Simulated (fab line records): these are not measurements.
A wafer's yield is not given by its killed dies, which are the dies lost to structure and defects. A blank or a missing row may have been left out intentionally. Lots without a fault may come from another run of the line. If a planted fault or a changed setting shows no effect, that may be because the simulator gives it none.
2 desks, one fault || flow n5Finfet || what lay behind the numbers comes last; until then each desk has only its own

FOR THE TOOL OWNER'S DESK: lithoTrack-03
The tool's own readings at N5_PMOS_HMC_CHANNEL_EPI_PEB_07 (peb time 60 s): means of the sampled wafers that have a number, for each lot that ran on this tool. If a lot's mean is further than 4 standard deviations from the usual mean, the lot is out of limits and carries the mark OUT (the distance appears in the brackets).
Columns: A = heaterPowerTotalW at N5_PMOS_HMC_CHANNEL_EPI_PEB_07, usual 175.2 W
{"lot": "L725", "first seen here": "day 3 05:05", "A": 175.7}
{"lot": "L730", "first seen here": "day 4 11:20", "A": 175.5}
{"lot": "L731", "first seen here": "day 4 17:23", "A": 174.3}
{"lot": "L732", "first seen here": "day 4 22:49", "A": "193.0 (+11) OUT"}
This desk finds L732 out of limits, L732 being first, at day 4 22:49 (heaterPowerTotalW at N5_PMOS_HMC_CHANNEL_EPI_PEB_07). Within limits: L725, L730, L731.

FROM THE METROLOGY DESK
Means of the sampled wafers that have a number, per lot and without regard to the tool the lot ran on: this is what the gauges read. If a lot's mean is further than 4 standard deviations from the usual mean, the lot is out of limits and carries the mark OUT (the distance appears in the brackets). It has 11 readings, of which 7 appear: the earliest out of limits, and the ones furthest out on some lot.
Columns: A = cdNm at N5_PMOS_HMC_CHANNEL_EPI_CD_MEAS_09, usual 237.4 nm; B = IOFF_N at N5_BEOL_M4_RC_MEAS_101, usual 0.163 nA/um; C = IOFF_P at N5_BEOL_M4_RC_MEAS_101, usual 0.22 nA/um; D = ION_N at N5_BEOL_M4_RC_MEAS_101, usual 673 uA/um; E = ION_P at N5_BEOL_M4_RC_MEAS_101, usual 462 uA/um; F = SS_P at N5_BEOL_M4_RC_MEAS_101, usual 73.4 mV/dec; G = VT_P at N5_BEOL_M4_RC_MEAS_101, usual -250 mV
{"lot": "L721", "first seen here": "day 2 05:03", "A": 236.5, "B": 0.173, "C": 0.27, "D": 684, "E": 479, "F": 73.6, "G": -245}
{"lot": "L722", "first seen here": "day 2 11:25", "A": 238.1, "B": 0.167, "C": 0.24, "D": 676, "E": 470, "F": 73.4, "G": -249}
{"lot": "L723", "first seen here": "day 2 17:07", "A": 236.0, "B": 0.163, "C": 0.26, "D": 672, "E": 469, "F": 72.8, "G": -243}
{"lot": "L725", "first seen here": "day 3 05:08", "A": 237.5, "B": 0.163, "C": 0.22, "D": 677, "E": 464, "F": 74.2, "G": -251}
{"lot": "L726", "first seen here": "day 3 11:03", "A": 236.8, "B": 0.172, "C": 0.21, "D": 675, "E": 454, "F": 73.8, "G": -252}
{"lot": "L730", "first seen here": "day 4 11:25", "A": 237.0, "B": 0.173, "C": 0.21, "D": 670, "E": 455, "F": 73.7, "G": -252}
{"lot": "L731", "first seen here": "day 4 17:26", "A": 236.4, "B": 0.163, "C": 0.23, "D": 672, "E": 460, "F": 73.3, "G": -251}
{"lot": "L732", "first seen here": "day 4 22:53", "A": "231.9 (-6.2) OUT", "B": 0.168, "C": 0.20, "D": 674, "E": 452, "F": 73.8, "G": -253}
{"lot": "L742", "first seen here": "day 7 11:04", "A": 237.2, "B": 0.193, "C": 0.26, "D": 674, "E": 462, "F": 74.2, "G": -246}
This desk finds L732 out of limits, L732 being first, at day 4 22:53 (cdNm at N5_PMOS_HMC_CHANNEL_EPI_CD_MEAS_09). Within limits: L721, L722, L723, L725, L726, L730, L731, L742.

PUT TOGETHER
The tool owner's desk could have raised an alarm at day 4 22:49, on L732.
An alarm was possible from the metrology desk at day 4 22:53, on L732.
Every lot named ran N5_PMOS_HMC_CHANNEL_EPI_PEB_07 on lithoTrack-03.

WHAT HAD BEEN PUT IN BY THE SIMULATOR
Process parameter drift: lithoTrack-03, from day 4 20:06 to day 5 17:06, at N5_PMOS_HMC_CHANNEL_EPI_PEB_07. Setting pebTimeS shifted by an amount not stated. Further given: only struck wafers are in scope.
Shown lots that were struck: L732.
Hours from the fault's start to each desk's first reading out of limits: the tool owner's desk, 3; the metrology desk, 3.
